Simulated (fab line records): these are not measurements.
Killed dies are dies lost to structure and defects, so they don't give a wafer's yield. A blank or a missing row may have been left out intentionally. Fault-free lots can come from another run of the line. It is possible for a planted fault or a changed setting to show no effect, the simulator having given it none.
Matching of chambers	flow n5-finfet	4 sister chambers for N5_PMOS_HMC_CHANNEL_EPI_CMP_21 on cmp-04
The step polishes SiGe30, target thk 54 nm. 4 wafers are shown with their chamber, then 10 later ones without.

WAFERS, EACH WITH ITS CHAMBER
wafer	chamber	motor-current-A (A)
L079.1	1	13.5
L081.1	0	9.5
L091.4	2	13.6
L091.5	3	10.3

WAFERS WHOSE CHAMBER IS MISSING
wafer	motor-current-A (A)
L091.6	9.6
L092.1	13.6
L092.2	9.8
L092.4	12.7
L093.1	13.7
L093.3	13.6
L093.4	9.7
L095.2	10.1
L095.4	9.7
L095.5	13.8

CHAMBER TAKEN BY EACH
wafer	from the rows above	in truth
L091.6	can't be placed: 0 or 3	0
L092.1	can't be placed: 2 or 1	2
L092.2	can't be placed: 0 or 3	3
L092.4	can't be placed: 1 or 2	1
L093.1	can't be placed: 2 or 1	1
L093.3	can't be placed: 2 or 1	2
L093.4	can't be placed: 0 or 3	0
L095.2	can't be placed: 3 or 0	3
L095.4	can't be placed: 0 or 3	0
L095.5	can't be placed: 2 or 1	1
Placed correctly: 0 of 10. Not placeable from these rows: 10 (in 10, the candidates include the true chamber). 0 placed wrongly.
How it was worked out, from the rows above alone: a wafer's distance from a chamber is the root of the sum, over the readings, of the square of ((its reading less the chamber's mean) divided by the reading's scatter). The wafer belongs to the nearest chamber; if the next one is less than 2 further off, it can't be placed. A chamber's mean is the mean of its shown wafers. The scatter: root of mean squared gap, hidden wafer to nearest shown wafer, with one shown wafer a chamber.
